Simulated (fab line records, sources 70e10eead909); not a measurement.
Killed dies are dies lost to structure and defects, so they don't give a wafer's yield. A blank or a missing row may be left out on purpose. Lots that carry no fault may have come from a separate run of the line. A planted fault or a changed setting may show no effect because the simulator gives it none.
Chamber matching	flow nandHarc	rieDiel-02 running NHARC_P_CONTACT_DESCUM_17: 4 sister chambers
The step chemistry O2, time 3 s. 16 wafers are shown with their chamber, then 8 later ones without.

== WAFERS PAIRED WITH THEIR CHAMBERS ==
wafer	chamber	drypumpMotorCurrentA (A)	oesProductAu (a.u.)	throttleValvePct (%)
L075.1	3	5.7	1.004	11.308
L075.2	0	6.0	0.983	11.297
L075.5	0	6.0	0.969	11.308
L078.4	0	6.0	0.984	11.320
L078.5	3	5.7	1.003	11.305
L078.6	0	6.0	0.968	11.304
L080.2	1	5.8	1.011	11.296
L080.4	0	6.0	0.981	11.317
L080.5	3	5.7	1.008	11.320
L086.2	1	5.7	0.999	11.302
L086.4	2	6.3	1.011	11.310
L086.6	3	5.7	0.994	11.304
L091.2	2	6.3	1.010	11.318
L091.3	1	5.8	0.993	11.301
L091.6	3	5.7	1.005	11.313
L092.1	0	6.0	0.995	11.308

SIGNATURES (means of the wafers above)
reading	chamber 0	chamber 1	chamber 2	chamber 3	scatter within a chamber
drypumpMotorCurrentA	6.000	5.767	6.300	5.700	0.0236
oesProductAu	0.98000	1.00100	1.01050	1.00280	0.00814
throttleValvePct	11.30900	11.29967	11.31400	11.31000	0.00697
Rule: a wafer's distance from a chamber is the root of the sum, over the readings, of the square of ((its reading less the chamber's mean) divided by the reading's scatter). If the next closest chamber is less than 2 further off than the closest, the wafer can't be placed; otherwise it belongs to the closest. The scatter: the root of (the sum of the squares of (reading less its chamber's mean) over the shown wafers, divided by (wafers less chambers)).

== WAFERS WITHOUT THEIR CHAMBER ==
wafer	drypumpMotorCurrentA (A)	oesProductAu (a.u.)	throttleValvePct (%)
L092.3	6.4	1.027	11.322
L092.5	5.7	1.015	11.285
L096.4	5.8	1.000	11.304
L096.5	6.0	1.004	11.309
L096.6	5.8	0.996	11.318
L097.1	6.3	1.013	11.313
L097.3	5.7	1.004	11.298
L097.4	6.0	0.999	11.323

== WHICH CHAMBER EACH ONE RAN IN ==
wafer	from the rows above	in truth
L092.3	2	2
L092.5	can't be placed: 3 or 1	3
L096.4	1	1
L096.5	0	0
L096.6	can't be placed: 1 or 3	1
L097.1	2	2
L097.3	can't be placed: 3 or 1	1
L097.4	0	0
5 of 8 placed correctly. Unplaceable from these rows: 3, with the true chamber sitting among the candidates in 3. 0 placed wrongly.
